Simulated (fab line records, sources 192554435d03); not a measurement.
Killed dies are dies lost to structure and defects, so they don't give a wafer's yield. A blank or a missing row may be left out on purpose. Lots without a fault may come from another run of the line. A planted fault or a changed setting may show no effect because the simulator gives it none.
fab line records | flow n5_finfet
record lots=6 wafers=18 last_day=18
route steps=1938 shown BEOL_M11@1576 PASSIVATION@1936
lots that met no fault: from a run of the same line without faults
start_h: hours from the record's first day to the start of the lot's first wafer shown | wait_h: hours since the lot's step before | " the same as in the row above | L1.1+2: a row that stands for several wafers | - no value, or no start given | * or withheld: withheld | < > ~ a bound
route shown NAME@n: a module of which the file shows steps, and the number in the route of the first | usual: mean/standard deviation of fault-free wafers | same: alike in all rows | chamber/n: place in a boat | sites: the reading at each site | _std_site: their standard deviation | _edge_site: outer sites' mean less inner sites' | radius_mm: how far each site lies from the wafer's centre | mask NAME#n: copy n | behind: the tool/chamber that last shaped the wafer | hold: why the lot was held/for how many hours/how that ended | device: the transistor (n, p or np) that didn't switch | end of line: the same wafers' tests at the end of the route | a step without rows: its recipe alone | killed: dies lost to structure and defects at the first sort, not the wafer's yield | map: a wafer's dies, x killed, . not, _ none there
set.NAME: the setting as run; set.NAME@STEP: as run at that earlier step | model.NAME: the simulator's own value behind a step, which no gauge read
lots at some steps of the route; a table a step, a row a wafer
services: from which hour (start_h, from the record's first day; less than 0 if before it) a tool's chamber was out of use, for how many hours, and why
## steps
# step N5_BEOL_M11_STRIP_73
# recipe chemistry=C4F6/O2 resist=SiARC rf_frequency_hz=6e+07
# step N5_BEOL_M11_STRIP_36
# recipe chemistry=N2/H2 power_w=450 temp_c=40 pressure_mtorr=20 rf_frequency_hz=6e+07 overash_fraction=0.3 bias_power_w=7 h2_frac=0.5 n2_flow_sccm=200 h2_flow_sccm=200
# usual drypump_motor_current_A=5.73/0.3 oes_product_au=0.77/0.083 rf_vpp_V=59.3/1.9 showerhead_plenum_p_Torr=2.51/0.097 throttle_valve_pct=23.6/0.33
# columns lot.wafer tool chamber start_h wait_h drypump_motor_current_A oes_product_au rf_hours_counter_h rf_vpp_V showerhead_plenum_p_Torr throttle_valve_pct
L872.1 rie_diel-06 0 244.90 0.0 5.86 0.74 163 59.0 2.63 23.9
L872.2 " 3 " " 5.43 0.80 65 56.9 2.69 23.6
L872.5 " 0 " " 5.89 0.73 - 57.5 2.63 23.9
L875.1 rie_diel-05 0 297.84 0.0 5.74 0.72 217 57.8 2.50 23.4
L875.4 " 0 " " 5.78 0.70 - 61.9 2.50 23.4
L875.5 " 1 " " 5.18 0.70 - 59.5 2.39 23.6
L878.3 rie_diel-06 1 312.26 0.0 6.24 0.71 242 59.6 2.41 23.5
L878.5 " 3 " " 5.42 0.80 - 62.9 2.68 23.6
L878.6 " 2 " " 6.00 0.76 - 54.1 2.45 24.2
L881.1 rie_diel-05 3 335.57 0.0 5.75 0.78 131 62.7 2.45 23.4
L881.3 " 1 " " 5.19 0.67 218 60.2 2.39 23.6
L881.5 " 3 " " 5.77 0.79 - 58.7 2.45 23.4
L888.2 rie_diel-06 0 360.53 0.0 5.90 0.71 198 58.3 2.61 24.0
L888.4 " 2 " " 6.02 0.73 173 61.3 2.45 24.3
L888.5 " 0 " " 5.88 0.71 - 55.4 2.61 24.0
L887.3 rie_diel-05 3 380.67 0.0 5.75 0.78 145 58.6 2.44 23.4
L887.5 " 0 " " 5.80 0.68 - 58.6 2.49 23.5
L887.6 " 3 " " 5.76 0.77 - 59.3 2.44 23.4
# step N5_BEOL_M11_TRENCH_ETCH_37
# recipe chemistry=C4F6/O2 target_depth_a=1488.3 target=SiCOH_lowk time_s=48 ion_energy_ev=250 pressure_mtorr=30 source_w=345 bias_w=185 Ar_flow_sccm=300 C4F6_flow_sccm=10 O2_flow_sccm=10
# usual bias_w=185.0/0.55 drypump_motor_current_A=5.73/0.3 oes_product_au=0.77/0.081 rf_vpp_V=659/13 showerhead_plenum_p_Torr=2.82/0.11 throttle_valve_pct=20.94/0.23
# columns lot.wafer tool chamber start_h wait_h bias_w drypump_motor_current_A oes_product_au rf_hours_counter_h rf_vpp_V showerhead_plenum_p_Torr throttle_valve_pct
L872.1 rie_diel-06 0 - - 185.5 5.93 0.73 163 677 2.98 21.13
L872.2 " 3 " " 184.8 5.40 0.82 65 669 3.01 21.05
L872.5 " 0 " " 185.3 5.89 0.73 - 677 2.98 21.13
L875.1 rie_diel-05 0 - - 185.2 5.78 0.70 217 653 2.80 20.98
L875.4 " 0 " " 184.1 5.77 0.70 - 652 2.80 20.98
L875.5 " 1 " " 186.0 5.20 0.70 - 670 2.70 21.20
L878.3 rie_diel-06 1 - - 184.8 6.28 0.71 242 638 2.69 20.75
L878.5 " 3 " " 185.3 5.41 0.80 - 670 3.00 21.08
L878.6 " 2 " " 185.4 6.01 0.72 - 643 2.71 20.93
L881.1 rie_diel-05 3 - - 185.2 5.76 0.80 131 666 2.74 20.61
L881.3 " 1 " " 184.4 5.19 0.68 218 668 2.69 21.20
L881.5 " 3 " " 185.6 5.74 0.80 - 666 2.74 20.60
L888.2 rie_diel-06 0 - - 184.4 5.88 0.71 199 676 2.96 21.18
L888.4 " 2 " " 184.8 6.01 0.70 173 643 2.71 20.96
L888.5 " 0 " " 185.5 5.90 0.71 - 676 2.96 21.18
L887.3 rie_diel-05 3 - - 184.6 5.77 0.79 145 667 2.74 20.62
L887.5 " 0 " " 185.0 5.78 0.69 - 651 2.79 21.00
L887.6 " 3 " " 186.3 5.77 0.78 - 664 2.74 20.62
# step N5_BEOL_M11_ETCH_41
# recipe chemistry=CH3F/O2 target=SiCN target_depth_a=426 taper_deg=2 time_s=86 ion_energy_ev=120 mask_material=TiN pressure_mtorr=30 source_w=395 bias_w=75 Ar_flow_sccm=150 CH3F_flow_sccm=30 O2_flow_sccm=20
# usual bias_w=75.01/0.22 drypump_motor_current_A=5.72/0.3 oes_product_au=0.77/0.081 rf_vpp_V=297.0/1.7 showerhead_plenum_p_Torr=1.98/0.08 throttle_valve_pct=16.33/0.24
# columns lot.wafer tool chamber start_h wait_h bias_w drypump_motor_current_A oes_product_au rf_hours_counter_h rf_vpp_V showerhead_plenum_p_Torr throttle_valve_pct
L872.1 rie_diel-06 0 - - 74.90 5.90 0.74 163 299.2 2.09 16.43
L872.2 " 3 " " 74.88 5.40 0.82 65 300.2 2.11 16.35
L872.5 " 0 " " 75.12 5.89 0.74 - 299.0 2.09 16.46
L875.1 rie_diel-05 0 - - 74.91 5.79 0.70 217 296.3 1.97 16.46
L875.4 " 0 " " 74.98 5.78 0.70 - 298.2 1.97 16.46
L875.5 " 1 " " 74.74 5.18 0.69 - 293.9 1.89 16.64
L878.3 rie_diel-06 1 - - 75.06 6.25 0.71 242 294.5 1.88 16.19
L878.5 " 3 " " 75.06 5.40 0.79 - 298.6 2.11 16.40
L878.6 " 2 " " 75.14 5.99 0.72 - 296.3 1.91 16.35
L881.1 rie_diel-05 3 - - 75.02 5.75 0.80 131 297.1 1.92 16.01
L881.3 " 1 " " 74.79 5.18 0.69 218 296.7 1.89 16.66
L881.5 " 3 " " 75.40 5.76 0.80 - 296.3 1.92 16.01
L888.2 rie_diel-06 0 - - 75.54 5.92 0.71 199 299.6 2.08 16.50
L888.4 " 2 " " 75.07 6.04 0.71 173 296.2 1.90 16.41
L888.5 " 0 " " 75.04 5.94 0.71 - 298.1 2.08 16.51
L887.3 rie_diel-05 3 - - 75.17 5.76 0.79 145 295.5 1.92 16.03
L887.5 " 0 " " 74.57 5.81 0.69 - 297.0 1.96 16.51
L887.6 " 3 " " 75.07 5.75 0.79 - 295.5 1.92 16.03
# step N5_BEOL_M11_STRIP_77
# recipe chemistry=N2/H2 time_s=10 power_w=450 temp_c=40 pressure_mtorr=20 rf_frequency_hz=6e+07 bias_power_w=7 n2_flow_sccm=200 h2_flow_sccm=200
# usual drypump_motor_current_A=5.73/0.3 oes_product_au=0.77/0.08 rf_vpp_V=59.0/0.83 showerhead_plenum_p_Torr=2.51/0.097 throttle_valve_pct=23.6/0.33
# columns lot.wafer tool chamber start_h wait_h drypump_motor_current_A oes_product_au rf_hours_counter_h rf_vpp_V showerhead_plenum_p_Torr throttle_valve_pct
L872.1 rie_diel-06 0 - - 5.91 0.73 164 59.7 2.63 23.9
L872.2 " 3 " " 5.43 0.83 65 58.8 2.68 23.6
L872.5 " 0 " " 5.90 0.74 - 59.0 2.63 23.9
L875.1 rie_diel-05 0 - - 5.76 0.71 217 59.8 2.50 23.4
L875.4 " 0 " " 5.81 0.71 - 58.1 2.50 23.4
L875.5 " 1 " " 5.20 0.69 - 59.8 2.39 23.6
L878.3 rie_diel-06 1 - - 6.25 0.71 242 58.3 2.41 23.5
L878.5 " 3 " " 5.40 0.81 - 59.8 2.68 23.6
L878.6 " 2 " " 6.00 0.75 - 57.8 2.45 24.3
L881.1 rie_diel-05 3 - - 5.76 0.78 131 60.1 2.45 23.4
L881.3 " 1 " " 5.19 0.68 218 58.9 2.39 23.6
L881.5 " 3 " " 5.77 0.78 - 59.7 2.45 23.4
L888.2 rie_diel-06 0 - - 5.88 0.70 199 59.4 2.61 24.0
L888.4 " 2 " " 6.02 0.72 173 59.4 2.45 24.3
L888.5 " 0 " " 5.88 0.70 - 57.7 2.61 24.0
L887.3 rie_diel-05 3 - - 5.77 0.78 145 59.3 2.44 23.4
L887.5 " 0 " " 5.77 0.69 - 60.3 2.49 23.5
L887.6 " 3 " " 5.77 0.78 - 58.3 2.44 23.4
# step N5_BEOL_M11_OCD_MEAS_38
# usual trench_depth_nm=147/3.5
# columns lot.wafer tool chamber start_h wait_h trench_depth_nm
L872.1 ocd-01 - 245.12 - 147
L872.2 " - " " 147
L872.5 " - " " 147
L875.1 ocd-01 - 298.07 - 146
L875.4 " - " " 145
L875.5 " - " " 144
L878.3 ocd-02 - 312.49 - 150
L878.5 " - " " 147
L878.6 " - " " 149
L881.1 ocd-02 - 335.79 - 152
L881.3 " - " " 144
L881.5 " - " " 153
L888.2 ocd-01 - 360.75 - 148
L888.4 " - " " 148
L888.5 " - " " 146
L887.3 ocd-02 - 380.90 - 151
L887.5 " - " " 144
L887.6 " - " " 151
# step N5_BEOL_M11_HM_STRIP_39
# recipe chemistry=peroxide_tin_strip material=TiN target_depth_a=250 temp_c=50 time_s=158
# step N5_BEOL_M11_SRD_40
# recipe time_s=30 temp_c=23 rinse_liquid=diw dry=ipa_marangoni
# step N5_BEOL_M11_PRECLEAN_42
# recipe chemistry=residue_remover time_s=60 temp_c=40
# step N5_BEOL_M11_SRD_43
# recipe time_s=30 temp_c=23 rinse_liquid=diw dry=ipa_marangoni
# step N5_BEOL_M11_CD_MEAS_35
# recipe target_cd_nm=70 polarity=opening
# usual cd_nm=69.8/1.1
# columns lot.wafer tool chamber start_h wait_h cd_nm
L872.1 cd_sem-03 - 245.27 0.0 69.9
L872.2 " - " " 69.2
L872.5 " - " " 70.0
L875.1 cd_sem-03 - 298.22 0.0 70.3
L875.4 " - " " 70.0
L875.5 " - " " 69.6
L878.3 cd_sem-01 - 312.64 0.0 71.1
L878.5 " - " " 70.9
L878.6 " - " " 71.5
L881.1 cd_sem-02 - 335.94 0.0 70.1
L881.3 " - " " 67.4
L881.5 " - " " 69.2
L888.2 cd_sem-01 - 360.91 0.0 69.2
L888.4 " - " " 68.6
L888.5 " - " " 66.8
L887.3 cd_sem-01 - 381.05 0.0 71.5
L887.5 " - " " 71.6
L887.6 " - " " 71.2
# step N5_BEOL_M11_CURE_72
# recipe temp_c=370 time_s=120 ambient=DMADMS/He material=SiCOH_lowk
# usual lamp_power_pct=52.32/0.06 wafer_temp_C_max=372.0/0.55
# columns lot.wafer tool chamber start_h wait_h lamp_power_pct wafer_temp_C_max
L872.1 uv_cure-01 1 245.58 0.3 52.24 371.8
L872.2 " 1 " " 52.32 371.4
L872.5 " 1 " " 52.31 371.9
L875.1 uv_cure-03 2 298.26 0.0 52.23 372.4
L875.4 " 2 " " 52.33 372.2
L875.5 " 2 " " 52.40 372.7
L878.3 uv_cure-02 1 312.78 0.1 52.44 372.1
L878.5 " 1 " " 52.24 372.3
L878.6 " 1 " " 52.21 372.0
L881.1 uv_cure-02 0 335.99 0.0 52.31 371.2
L881.3 " 0 " " 52.32 371.4
L881.5 " 0 " " 52.22 372.2
L888.2 uv_cure-02 1 361.00 0.1 52.32 372.8
L888.4 " 1 " " 52.36 373.1
L888.5 " 1 " " 52.34 372.7
L887.3 uv_cure-01 1 381.36 0.3 52.26 371.9
L887.5 " 1 " " 52.21 371.5
L887.6 " 1 " " 52.21 371.5
# step N5_BEOL_M11_DEGAS_44
# recipe ambient=vacuum temp_c=250 time_s=60
# usual heater_power_w=345/35 susceptor_temp_C=250.01/0.19
# columns lot.wafer tool chamber start_h wait_h heater_power_w susceptor_temp_C
L872.1 pvd_sputter-03 - 245.94 0.3 297 249.99
L872.2 " - " " 335 249.97
L872.5 " - " " 348 249.92
L875.1 pvd_sputter-02 - 298.58 0.3 293 250.02
L875.4 " - " " 316 249.96
L875.5 " - " " 379 250.14
L878.3 pvd_sputter-01 - 313.13 0.3 359 249.90
L878.5 " - " " 431 249.64
L878.6 " - " " 345 250.10
L881.1 pvd_sputter-03 - 336.62 0.5 339 250.24
L881.3 " - " " 339 250.10
L881.5 " - " " 309 249.90
L888.2 pvd_sputter-02 - 361.76 0.7 341 260.12
L888.4 " - " " 326 260.04
L888.5 " - " " 344 260.13
L887.3 pvd_sputter-02 - 381.60 0.2 343 260.25
L887.5 " - " " 335 260.59
L887.6 " - " " 407 260.22
# step N5_BEOL_M11_PRE_CLEAN_45
# recipe gas=H2/He time_s=30 temp_c=250
# step N5_PASSIVATION_PROBE_49
# usual defect_limited_yield=91.2/1.4 killed_at_M0_to_M3=34/9.3 killed_at_M4_up=14/5.9 killed_at_contacts=14/5.7 killed_at_front_end=38/10 killed_at_other=4/3.2 killed_dies=104/17 killed_open=67/13 killed_short=33/6.9 sort_bin_4_leakage=0/3.6 sort_bin_5_function=5.2/1 sort_bin_6_memory=3.3/0.61 sort_bin_8_speed=0.3/1.8 sort_n_pass=1069/52 sort_yield_pct=91/4.4
# same gross_dies=1180 killed_at_back_side=0
# columns lot.wafer tool chamber start_h wait_h defect_limited_yield[%] killed_at_M0_to_M3 killed_at_M4_up killed_at_contacts killed_at_front_end killed_at_other killed_dies killed_open killed_short sort_bin_4_leakage[%] sort_bin_5_function[%] sort_bin_6_memory[%] sort_bin_8_speed[%] sort_n_pass sort_yield_pct[%]
L888.2 prober-01 - 408.73 0.1 89.2 34 13 34 45 2 128 64 33 0 7.8 2.7 0 1052 89
L888.4 prober-01 - 408.83 0.2 90.3 50 11 8 41 5 115 65 44 0 5.1 4.3 0 1065 90
L888.5 prober-01 - 408.88 0.2 91.5 24 10 17 42 7 100 57 37 0 4.7 3.2 0 1080 92
# killed by level:class
L888.2 MOL_CONTACT_COAG:area_etch=25 BEOL_M3:geometric_particle:open=16 FIN_SAQP:geometric_particle:open=8 GATE_CUT:geometric_particle:short=8 GATE_CUT:geometric_particle:open=7 STI_FIN_REVEAL:geometric_particle:open=5 MOL_CONTACT_COAG:geometric_particle:open=5 BEOL_M0_SAQP:geometric_particle:open=5
L888.4 BEOL_M0_SAQP:geometric_particle:short=20 BEOL_M0_SAQP:geometric_particle:open=11 BEOL_M3:geometric_particle:open=10 DUMMY_GATE:geometric_particle:open=9 FIN_SAQP:geometric_particle:open=5 MOL_CONTACT_COAG:geometric_particle:open=5 FIN_SAQP:geometric_particle:short=4 STI_FIN_REVEAL:geometric_particle:open=4
L888.5 MOL_CONTACT_COAG:geometric_particle:open=16 BEOL_M0_SAQP:geometric_particle:short=11 STI_FIN_REVEAL:geometric_particle:open=7 BEOL_M0_SAQP:geometric_particle:open=5 GATE_CUT:geometric_particle:short=4 BEOL_M5:geometric_particle:open=4 STARTING-WAFER:geometric_particle:short=4 STARTING-WAFER:geometric_particle:open=4
## services
# columns tool chamber start_h hours kind
uv_cure-03 - 242.79 2.1 pm
rie_diel-05 2 245.07 - clean
rie_diel-05 2 245.07 - consumable_replace:focus_ring
rie_diel-05 2 245.07 17.8 scheduled_down
rie_diel-05 2 245.07 17.8 vent_cycle
rie_diel-05 2 283.64 2.9 repair
rie_diel-05 2 290.80 7.5 repair
uv_cure-03 - 331.72 6.1 repair
rie_diel-06 1 338.94 - clean
rie_diel-06 1 338.94 - consumable_replace:focus_ring
rie_diel-06 1 338.94 - consumable_replace:showerhead
rie_diel-06 1 338.94 19.4 scheduled_down
rie_diel-06 1 338.94 19.4 vent_cycle
rie_diel-05 2 344.91 8.1 repair
uv_cure-02 - 352.21 2.4 repair
uv_cure-01 - 352.35 2.4 repair
uv_cure-03 - 359.77 7.5 pm
uv_cure-01 - 375.97 0.5 repair
## key
first_sign step=N5_BEOL_M11_DEGAS_44 reading=susceptor_temp_C direction=up sigmas=54 usual=* struck=*
effect none on later readings
met_at N5_BEOL_M11_DEGAS_44
struck_wafers L887.3,L887.5,L887.6,L888.2,L888.4,L888.5
baseline_loss step=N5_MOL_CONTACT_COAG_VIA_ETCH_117 wafers=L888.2
onset_between 298.58 361.76
fault kind=process_parameter_drift tool=pvd_sputter-02 chamber=- onset_h=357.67 steps=N5_BEOL_M11_DEGAS_44 channel=temp_c offset=* shape=step end_h=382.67 acts_in=* stated=*
# baseline_loss: these wafers lose ten dies or more at that step, a loss of the line's own and not of a fault; the sort's usual values leave them out
